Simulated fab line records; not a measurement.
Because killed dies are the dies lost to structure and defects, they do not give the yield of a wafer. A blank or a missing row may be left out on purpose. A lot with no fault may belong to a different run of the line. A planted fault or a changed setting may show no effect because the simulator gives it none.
fab line records    flow n5Finfet
[record] lots = 4  wafers = 12  lastDay = 17
route steps=1938 shown SD_EPI_P@301 BEOL_M4@1111 PASSIVATION@1936
lots that met no fault: taken from a fault-free run of the same line
startH: hours from the record's first day to the start of the lot's first wafer shown    waitH: hours since the lot's step before    " the same as in the row above    L1.1+2: a single row standing in for several wafers    - no value present, or no start provided    * or withheld: withheld    < > ~ a bound
route shown NAME@n: a module of which the file shows steps, and the number in the route of the first    usual: the fault-free wafers' mean and standard deviation    same: alike in all rows    chamber/n: place in a boat    sites: the reading at each site    _std_site: standard deviation across them    _edge_site: mean of outer sites minus mean of inner sites    radiusMm: how far each site lies from the wafer's centre    mask NAME#n: copy n    behind: tool/chamber where the wafer was last shaped    hold: what put the lot on hold/how long, in hours/how the hold closed    device: the transistor (n, p or np) that didn't switch    end of line: tests of these same wafers at the route's end    a step without rows: its recipe alone    killed: dies that structure and defects cost at the first sort, which is not the same as the wafer's yield    map: shows each die of a wafer: x if killed, . if not, _ if none is there
set.NAME: setting as actually run; set.NAME@STEP: the setting as run at that earlier step    model.NAME: the simulator's own value behind a step, which no gauge read
lots at some steps of the route; a table a step, a row a wafer
services: the hour from which a tool's chamber was out of use, counted from the record's first day as startH (under 0 if before that day), plus the number of hours and why
[[steps]]
[step N5_SD_EPI_P_PEB_07]
[recipe] pebTempC = 110  pebTimeS = 60  resist = CAR-ArF-block
[step N5_SD_EPI_P_DEVELOP_08]
[recipe] developTimeS = 30  developer = TMAH  resist = CAR-ArF-block  devTempC = 23  rinseLiquid = diw  dry = airSpin
[step N5_SD_EPI_P_DESCUM_14]
[recipe] chemistry = O2  timeS = 7.9  sourcePowerW = 50  biasPowerW = 20  pressureMtorr = 20  rfFrequencyHz = 2.712e+07  tempC = 40  resist = CAR-ArF-block  o2FlowSccm = 225
[step N5_SD_EPI_P_ETCH_36]
[recipe] chemistry = CF4  target = SiARC  targetDepthA = 455  maskMaterial = CAR-ArF-block  timeS = 75.8  ionEnergyEv = 80  pressureMtorr = 40  sourceW = 545  biasW = 36  Ar_flow_sccm = 100  cf4FlowSccm = 100  ends = cleared
[step N5_SD_EPI_P_ETCH_37]
[recipe] chemistry = N2/H2  target = SOC  overetchA = 1080  maskMaterial = SiARC  tempC = 40  ionEnergyEv = 100  sourceW = 3000  biasW = 133  pressureMtorr = 20  timeS = 486  n2FlowSccm = 200  h2FlowSccm = 200  ends = endPoint
[step N5_SD_EPI_P_STRIP_38]
[recipe] chemistry = N2/H2  tempC = 40  n2FlowSccm = 200  h2FlowSccm = 200  rfFrequencyHz = 6e+07
[step N5_SD_EPI_P_ETCHBACK_46]
[recipe] chemistry = CH3F/O2  mode = anisotropicEtchback  target = SiNx  targetDepthA = 175  stopOn = SiO2  overEtchFrac = 0.3  ionEnergyEv = 120  pressureMtorr = 30  sourceW = 395  biasW = 73  Ar_flow_sccm = 150  CH3F_flow_sccm = 30  O2_flow_sccm = 20
[step N5_SD_EPI_P_ETCH_47]
[recipe] chemistry = CH3F/O2  target = SiOCN  targetDepthA = 250  maskMaterial = SOC  ionEnergyEv = 60  biasW = 29  pressureMtorr = 30  sourceW = 410  Ar_flow_sccm = 150  CH3F_flow_sccm = 30  O2_flow_sccm = 20
[step N5_SD_EPI_P_ETCH_16]
[recipe] chemistry = CHF3/O2  target = SiO2  targetDepthA = 50  maskMaterial = SOC  pressureMtorr = 30  sourceW = 650  biasW = 170  Ar_flow_sccm = 200  CHF3_flow_sccm = 50  O2_flow_sccm = 5  ionEnergyEv = 200
[step N5_SD_EPI_P_STRIP_50]
[recipe] chemistry = CHF3/O2  resist = SiARC  rfFrequencyHz = 6e+07
lot.wafer   tool        chamber  startH  waitH  model.SiARC_of_SD_EPI_P_COAT_35.thkNm
L663.2      rieDiel-02  1        129.43  0.0    12
L663.5      "           3        "       "      11.4
L663.6      "           2        "       "      12.2
L664.1      rieDiel-06  0        133.23  0.0    12.6
L664.3      "           1        "       "      11.6
L664.4      "           2        "       "      12.4
L669.3+4+5  rieDiel-02  0,2,0    164.57  0.0    0
L671.2+3+4  rieDiel-06  2,3,0    176.74  0.0    0
[step N5_SD_EPI_P_SD_RECESS_17]
[recipe] chemistry = HBr/Cl2/O2  targetDepthA = 391  btTimeS = 3  pressureMtorr = 10  icpW = 800  biasW = 112  HBr_flow_sccm = 150  Cl2_flow_sccm = 80  O2_flow_sccm = 12
[usual] drypumpMotorCurrentA = 5.6/0.39  oesProductAu = 1.002/0.02  throttleValvePct = 37.1/0.39
lot.wafer  tool      chamber  startH  waitH  drypumpMotorCurrentA  oesProductAu  rfHoursCounterH  throttleValvePct  model.SiARC_of_SD_EPI_P_COAT_35.thkNm
L663.2     rieSi-03  3        129.46  0.0    5.7                   1.018         136              36.8              8.4
L663.5     "         0        "       "      5.5                   1.006         -                37.2              8
L663.6     "         1        "       "      5.4                   0.960         -                36.5              8.8
L664.1     rieSi-05  0        133.26  0.0    5.6                   0.992         110              37.2              9
L664.3     "         3        "       "      6.1                   1.013         18               37.1              8
L664.4     "         1        "       "      6.4                   1.009         4                37.1              8.8
L669.3     rieSi-03  3        164.61  0.0    5.6                   1.021         137              36.8              0
L669.4     "         2        "       "      6.1                   0.982         -                37.5              0
L669.5     "         0        "       "      5.5                   1.018         -                37.2              0
L671.2     rieSi-03  3        176.77  0.0    5.6                   1.025         137              36.8              0
L671.3     "         0        "       "      5.5                   1.013         179              37.2              0
L671.4     "         2        "       "      6.2                   0.994         168              37.5              0
[step N5_SD_EPI_P_WET_ETCH_45]
[recipe] chemistry = dHF  dilution = withheld  timeS = 10.7  target = SiO2  targetDepthA = 20  tempC = 25  dry = ipaMarangoni  rinseTimeS = 30  rinseTempC = 23
[step N5_SD_EPI_P_STRIP_40]
[recipe] chemistry = N2/H2  powerW = 1000  tempC = 250  h2Frac = 0.65  overashFraction = 0.3  pressureMtorr = withheld  n2FlowSccm = 1750  h2FlowSccm = 3250
[step N5_SD_EPI_P_PRECLEAN_52]
[recipe] chemistry = O3/DIW  timeS = 60  tempC = 22  o3Ppm = 10
[step N5_SD_EPI_P_SRD_20]
[recipe] dry = ipaMarangoni  doPpb = 5  timeS = 30  tempC = 23  rinseLiquid = diw
[step N5_SD_EPI_P_PRECLEAN_51]
[recipe] chemistry = NF3:NH3  afsCycles = 1  tempC = 30  timeS = 20  sublimationTempC = 180  sublimationTimeS = 60  pressureTorr = 3  rfPowerW = 30
[step N5_SD_EPI_P_VAPOR_ETCH_44]
[recipe] chemistry = NF3/Ar  target = SiGe30  tempC = 25  timeS = 3.3  mode = isotropic
[step N5_SD_EPI_P_EPI_21]
[recipe] material = SiGe:B  dopant = B  tempC = 550  pressureTorr = 20  ambient = H2  timeS = 355
[step N5_SD_EPI_P_HM_STRIP_48]
[recipe] chemistry = H3PO4  tempC = 160  material = SiNx  target = SiNx  targetDepthA = 30  overetchFraction = 0.3
[step N5_SD_EPI_P_SRD_49]
[recipe] dry = ipaMarangoni  timeS = 30  tempC = 23  rinseLiquid = diw
[step N5_SD_EPI_P_PRECLEAN_24]
[recipe] chemistry = O3/DIW  timeS = 45  tempC = 22  o3Ppm = 10
[step N5_SD_EPI_P_PRECLEAN_32]
[recipe] chemistry = dHF  timeS = 10  dilution = 500:1  tempC = 25
[step N5_SD_EPI_P_PRECLEAN_33]
[recipe] chemistry = SC2  timeS = 45  tempC = 35  mix = 1:1:50
[step N5_SD_EPI_P_SRD_25]
[recipe] timeS = 30  tempC = 23  rinseLiquid = diw  dry = ipaMarangoni
[step N5_SD_EPI_P_INSPECT_26]
[recipe] inspectInstrument = darkfield  mode = postEpi
[usual] rawDefectCount = 176/39
lot.wafer  tool              chamber  startH  waitH  rawDefectCount
L663.2     defectInspect-02  -        134.49  0.0    1485
L663.5     "                 -        "       "      1447
L663.6     "                 -        "       "      1408
L664.1     defectInspect-01  -        137.13  0.0    1425
L664.3     "                 -        "       "      1332
L664.4     "                 -        "       "      1439
L669.3     defectInspect-01  -        168.60  0.0    243
L669.4     "                 -        "       "      178
L669.5     "                 -        "       "      189
L671.2     defectInspect-01  -        180.67  0.0    227
L671.3     "                 -        "       "      160
L671.4     "                 -        "       "      243
[step N5_BEOL_M4_RC_MEAS_101]
[usual] DIBL_N = 37.1/1.9  DIBL_P = 37.2/2.3  IOFF_N = 0.18/0.04  IOFF_P = 0.23/0.044  ION_N = 682/11  ION_P = 468/8.6  SS_N = 71.9/0.68  SS_P = 73.5/0.74  VT_N = 248/3.4  VT_P = -248/3.4
lot.wafer  tool       chamber  startH  waitH  DIBL_N[mV/V]  DIBL_P[mV/V]  IOFF_N[nA/um]  IOFF_P[nA/um]  ION_N[uA/um]  ION_P[uA/um]  SS_N[mV/dec]  SS_P[mV/dec]  VT_N[mV]  VT_P[mV]
L669.3     prober-01  0        281.06  0.3    39.5          38.7          0.21           0.29           696           478           71.5          73.5          246       -246
L669.4     "          0        "       "      38.5          36.9          0.18           0.25           687           475           71.7          73.5          248       -248
L669.5     "          0        "       "      37.6          36.2          0.17           0.24           687           472           71.0          73.2          249       -248
L671.2     prober-01  0        293.13  0.2    35.8          37.2          0.17           0.22           677           463           71.2          73.3          246       -248
L671.3     "          0        "       "      41.6          43.4          0.33           0.37           704           475           73.3          75.0          240       -243
L671.4     "          0        "       "      41.4          43.6          0.31           0.36           691           471           73.4          75.4          241       -243
[step N5_PASSIVATION_PROBE_49]
[usual] killed_at_M0_to_M3 = 32/9.7  killed_at_M4_up = 14/5.3  killedAtContacts = 11/6  killedAtFrontEnd = 39/14  killedAtOther = 3.3/2.7  killedDies = 100/17  killedOnRim = 14/4  killedOpen = 66/13  killedShort = 32/7.4
[same] grossDies = 1180  killedAtBackSide = 0
lot.wafer  tool       chamber  startH  waitH  killed_at_M0_to_M3  killed_at_M4_up  killedAtContacts  killedAtFrontEnd  killedAtOther  killedDies  killedOnRim  killedOpen  killedShort
L664.1     prober-01  -        337.39  0.0    20                  14               16                1128              2              1180        152          55          34
L664.3     prober-01  -        337.49  0.1    32                  14               8                 1122              4              1180        152          67          28
L664.4     prober-01  -        337.54  0.2    24                  18               4                 1130              4              1180        152          66          32
L663.2     prober-02  -        351.42  0.1    40                  13               2                 1110              15             1180        152          86          31
L663.5     prober-02  -        351.57  0.2    32                  17               4                 1121              6              1180        152          75          31
L663.6     prober-02  -        351.62  0.3    51                  6                6                 1115              2              1180        152          64          29
L669.3     prober-01  -        382.48  0.1    27                  10               13                35                2              87          10           63          24
L669.4     prober-01  -        382.53  0.2    29                  6                9                 52                7              103         11           72          31
L669.5     prober-01  -        382.58  0.2    35                  9                15                84                4              147         29           107         40
L671.2     prober-01  -        397.31  0.1    22                  18               5                 42                3              90          12           57          32
L671.3     prober-01  -        397.36  0.1    26                  14               7                 44                2              93          9            56          36
L671.4     prober-01  -        397.41  0.2    27                  12               8                 29                2              78          6            46          30
// killed by level:class
L664.1 SD_EPI_P:areaEpi=1091 MOL_CONTACT_COAG:geometricParticle:open=14 GATE_CUT:geometricParticle:short=9 FIN_SAQP:geometricParticle:short=7 STI_FIN_REVEAL:geometricParticle:open=7 BEOL_M0_SAQP:geometricParticle:open=7 FIN_SAQP:geometricParticle:open=4 BEOL_M4:geometricParticle:open=4
L664.3 SD_EPI_P:areaEpi=1085 BEOL_M0_SAQP:geometricParticle:open=13 STI_FIN_REVEAL:geometricParticle:open=10 FIN_SAQP:geometricParticle:short=9 MOL_CONTACT_COAG:geometricParticle:open=7 BEOL_M3:geometricParticle:open=6 FIN_SAQP:geometricParticle:open=5 BEOL_M0_SAQP:geometricParticle:short=5
L664.4 SD_EPI_P:areaEpi=1081 FIN_SAQP:geometricParticle:short=16 FIN_SAQP:geometricParticle:open=16 STI_FIN_REVEAL:geometricParticle:open=9 BEOL_M4:geometricParticle:open=9 BEOL_M0_SAQP:geometricParticle:open=7 BEOL_M0_SAQP:geometricParticle:short=6 BEOL_M3:geometricParticle:open=5
L663.2 SD_EPI_P:areaEpi=1063 BEOL_M0_SAQP:geometricParticle:short=10 FIN_SAQP:geometricParticle:short=9 FIN_SAQP:geometricParticle:open=8 STI_FIN_REVEAL:geometricParticle:open=8 BEOL_M0_SAQP:geometricParticle:open=8 BEOL_M1:geometricParticle:open=8 BEOL_M3:geometricParticle:open=8
L663.5 SD_EPI_P:areaEpi=1074 DUMMY_GATE:geometricParticle:open=16 BEOL_M3:geometricParticle:open=14 FIN_SAQP:geometricParticle:short=6 STI_FIN_REVEAL:geometricParticle:open=6 BEOL_M0_SAQP:geometricParticle:short=6 BEOL_M4:geometricParticle:open=5 DUMMY_GATE:geometricParticle:short=4
L663.6 SD_EPI_P:areaEpi=1087 BEOL_M0_SAQP:geometricParticle:open=10 BEOL_M3:geometricParticle:open=10 BEOL_M0_SAQP:geometricParticle:short=8 BEOL_M2:geometricParticle:open=7 BEOL_M1:geometricParticle:open=5 MOL_CONTACT_COAG:geometricParticle:open=5 FIN_SAQP:geometricParticle:open=4
L669.3 FIN_SAQP:geometricParticle:open=12 MOL_CONTACT_COAG:geometricParticle:open=12 STI_FIN_REVEAL:geometricParticle:open=7 BEOL_M0_SAQP:geometricParticle:open=6 BEOL_M0_SAQP:geometricParticle:short=6 BEOL_M2:geometricParticle:open=6 DUMMY_GATE:geometricParticle:open=5 FIN_SAQP:geometricParticle:short=4
L669.4 STI_FIN_REVEAL:geometricParticle:open=14 ILD0:geometricParticle:open=9 MOL_CONTACT_COAG:geometricParticle:open=8 BEOL_M0_SAQP:geometricParticle:open=8 BEOL_M3:geometricParticle:open=8 FIN_SAQP:geometricParticle:short=6 FIN_SAQP:geometricParticle:open=6 GATE_CUT:geometricParticle:short=4
L669.5 FIN_SAQP:geometricParticle:open=25 STI_FIN_REVEAL:geometricParticle:open=20 MOL_CONTACT_COAG:geometricParticle:open=13 BEOL_M2:geometricParticle:open=10 FIN_SAQP:geometricParticle:short=7 ILD0:geometricParticle:short=6 ILD0:geometricParticle:open=6 GATE_CUT:geometricParticle:short=6
L671.2 BEOL_M4:geometricParticle:open=10 BEOL_M3:geometricParticle:open=8 FIN_SAQP:geometricParticle:short=7 DUMMY_GATE:geometricParticle:open=7 FIN_SAQP:geometricParticle:open=6 BEOL_M0_SAQP:geometricParticle:short=6 ILD0:geometricParticle:open=5 MOL_CONTACT_COAG:geometricParticle:open=4
L671.3 STI_FIN_REVEAL:geometricParticle:open=9 BEOL_M3:geometricParticle:open=8 FIN_SAQP:geometricParticle:open=6 BEOL_M0_SAQP:geometricParticle:short=6 BEOL_M4:geometricParticle:open=6 FIN_SAQP:geometricParticle:short=4 STI_FIN_REVEAL:geometricParticle:short=4 DUMMY_GATE:geometricParticle:open=4
L671.4 MOL_CONTACT_COAG:geometricParticle:open=8 BEOL_M3:geometricParticle:open=7 FIN_SAQP:geometricParticle:short=6 BEOL_M0_SAQP:geometricParticle:short=6 FIN_SAQP:geometricParticle:open=4 STI_FIN_REVEAL:geometricParticle:open=4 DUMMY_GATE:geometricParticle:open=3 DUMMY_GATE:geometricParticle:short=3
// map L663.2 (x killed, . not)
_________________xxxxxxxxxxxx________________
______________xxxxxxxxxxxxxxxxxx_____________
___________xxxxxxxxxxxxxxxxxxxxxxxx__________
__________xxxxxxxxxxxxxxxxxxxxxxxxxx_________
________xxxxxxxxxxxxxxxxxxxxxxxxxxxxxx_______
_______xxxxxxxxxxxxxxxxxxxxxxxxxxxxxxxx______
______xxxxxxxxxxxxxxxxxxxxxxxxxxxxxxxxxx_____
_____xxxxxxxxxxxxxxxxxxxxxxxxxxxxxxxxxxxx____
____xxxxxxxxxxxxxxxxxxxxxxxxxxxxxxxxxxxxxx___
___xxxxxxxxxxxxxxxxxxxxxxxxxxxxxxxxxxxxxxxx__
___xxxxxxxxxxxxxxxxxxxxxxxxxxxxxxxxxxxxxxxx__
__xxxxxxxxxxxxxxxxxxxxxxxxxxxxxxxxxxxxxxxxxx_
__xxxxxxxxxxxxxxxxxxxxxxxxxxxxxxxxxxxxxxxxxx_
_xxxxxxxxxxxxxxxxxxxxxxxxxxxxxxxxxxxxxxxxxxxx
_xxxxxxxxxxxxxxxxxxxxxxxxxxxxxxxxxxxxxxxxxxxx
_xxxxxxxxxxxxxxxxxxxxxxxxxxxxxxxxxxxxxxxxxxxx
_xxxxxxxxxxxxxxxxxxxxxxxxxxxxxxxxxxxxxxxxxxxx
_xxxxxxxxxxxxxxxxxxxxxxxxxxxxxxxxxxxxxxxxxxxx
_xxxxxxxxxxxxxxxxxxxxxxxxxxxxxxxxxxxxxxxxxxxx
_xxxxxxxxxxxxxxxxxxxxxxxxxxxxxxxxxxxxxxxxxxxx
_xxxxxxxxxxxxxxxxxxxxxxxxxxxxxxxxxxxxxxxxxxxx
__xxxxxxxxxxxxxxxxxxxxxxxxxxxxxxxxxxxxxxxxxx_
__xxxxxxxxxxxxxxxxxxxxxxxxxxxxxxxxxxxxxxxxxx_
___xxxxxxxxxxxxxxxxxxxxxxxxxxxxxxxxxxxxxxxx__
___xxxxxxxxxxxxxxxxxxxxxxxxxxxxxxxxxxxxxxxx__
____xxxxxxxxxxxxxxxxxxxxxxxxxxxxxxxxxxxxxx___
_____xxxxxxxxxxxxxxxxxxxxxxxxxxxxxxxxxxxx____
______xxxxxxxxxxxxxxxxxxxxxxxxxxxxxxxxxx_____
_______xxxxxxxxxxxxxxxxxxxxxxxxxxxxxxxx______
________xxxxxxxxxxxxxxxxxxxxxxxxxxxxxx_______
__________xxxxxxxxxxxxxxxxxxxxxxxxxx_________
___________xxxxxxxxxxxxxxxxxxxxxxxx__________
______________xxxxxxxxxxxxxxxxxx_____________
_________________xxxxxxxxxxxx________________
// map L664.1 (x killed, . not)
_________________xxxxxxxxxxxx________________
______________xxxxxxxxxxxxxxxxxx_____________
___________xxxxxxxxxxxxxxxxxxxxxxxx__________
__________xxxxxxxxxxxxxxxxxxxxxxxxxx_________
________xxxxxxxxxxxxxxxxxxxxxxxxxxxxxx_______
_______xxxxxxxxxxxxxxxxxxxxxxxxxxxxxxxx______
______xxxxxxxxxxxxxxxxxxxxxxxxxxxxxxxxxx_____
_____xxxxxxxxxxxxxxxxxxxxxxxxxxxxxxxxxxxx____
____xxxxxxxxxxxxxxxxxxxxxxxxxxxxxxxxxxxxxx___
___xxxxxxxxxxxxxxxxxxxxxxxxxxxxxxxxxxxxxxxx__
___xxxxxxxxxxxxxxxxxxxxxxxxxxxxxxxxxxxxxxxx__
__xxxxxxxxxxxxxxxxxxxxxxxxxxxxxxxxxxxxxxxxxx_
__xxxxxxxxxxxxxxxxxxxxxxxxxxxxxxxxxxxxxxxxxx_
_xxxxxxxxxxxxxxxxxxxxxxxxxxxxxxxxxxxxxxxxxxxx
_xxxxxxxxxxxxxxxxxxxxxxxxxxxxxxxxxxxxxxxxxxxx
_xxxxxxxxxxxxxxxxxxxxxxxxxxxxxxxxxxxxxxxxxxxx
_xxxxxxxxxxxxxxxxxxxxxxxxxxxxxxxxxxxxxxxxxxxx
_xxxxxxxxxxxxxxxxxxxxxxxxxxxxxxxxxxxxxxxxxxxx
_xxxxxxxxxxxxxxxxxxxxxxxxxxxxxxxxxxxxxxxxxxxx
_xxxxxxxxxxxxxxxxxxxxxxxxxxxxxxxxxxxxxxxxxxxx
_xxxxxxxxxxxxxxxxxxxxxxxxxxxxxxxxxxxxxxxxxxxx
__xxxxxxxxxxxxxxxxxxxxxxxxxxxxxxxxxxxxxxxxxx_
__xxxxxxxxxxxxxxxxxxxxxxxxxxxxxxxxxxxxxxxxxx_
___xxxxxxxxxxxxxxxxxxxxxxxxxxxxxxxxxxxxxxxx__
___xxxxxxxxxxxxxxxxxxxxxxxxxxxxxxxxxxxxxxxx__
____xxxxxxxxxxxxxxxxxxxxxxxxxxxxxxxxxxxxxx___
_____xxxxxxxxxxxxxxxxxxxxxxxxxxxxxxxxxxxx____
______xxxxxxxxxxxxxxxxxxxxxxxxxxxxxxxxxx_____
_______xxxxxxxxxxxxxxxxxxxxxxxxxxxxxxxx______
________xxxxxxxxxxxxxxxxxxxxxxxxxxxxxx_______
__________xxxxxxxxxxxxxxxxxxxxxxxxxx_________
___________xxxxxxxxxxxxxxxxxxxxxxxx__________
______________xxxxxxxxxxxxxxxxxx_____________
_________________xxxxxxxxxxxx________________
[[services]]
tool        chamber  startH  hours  kind
rieDiel-02  3        139.39  2.0    repair
rieSi-03    1        150.75  21.8   repair
[[key]]
[firstSign] step = N5_SD_EPI_P_INSPECT_26  reading = rawDefectCount  direction = up  sigmas = 32  usual = 176  struck = 1423
[effect] step = N5_PASSIVATION_PROBE_49  reading = killedAtFrontEnd  direction = up  sigmas = 78  usual = 39  struck = 1121
[modelEffect] step = N5_SD_EPI_P_STRIP_50  value = SiARC_of_SD_EPI_P_COAT_35.thkNm  without = 0  struck = 12.03
[modelEffect] step = N5_SD_EPI_P_SD_RECESS_17  value = SiARC_of_SD_EPI_P_COAT_35.thkNm  without = 0  struck = 8.5
[moreKillsBornAt] N5_SD_EPI_P_EPI_21@epiRpcvd-01 = 3257  N5_SD_EPI_P_EPI_21@epiRpcvd-04 = 3224
metAt N5_SD_EPI_P_STRIP_50
struckWafers L663.2,L663.5,L663.6,L664.1,L664.3,L664.4
laterRowsLeftOut L663.2,L663.5,L663.6,L664.1,L664.3,L664.4
testerLeftOut L663,L664
[fault] kind = skippedStepWhole  tool = rieDiel-02,rieDiel-06  chamber = -  onsetH = 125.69  steps = N5_SD_EPI_P_STRIP_50  scope = struckLotsOnly
// testerLeftOut: of these lots the tester's yield and bins aren't shown, on N5 and GAA mostly nor the transistor test; their killed dies are dies lost to structure and defects alone, not to doping, threshold or leakage, so they don't give the yield
// laterRowsLeftOut: the simulator's readings of these wafers behind a module that went badly wrong aren't trusted and aren't shown, but for the sort
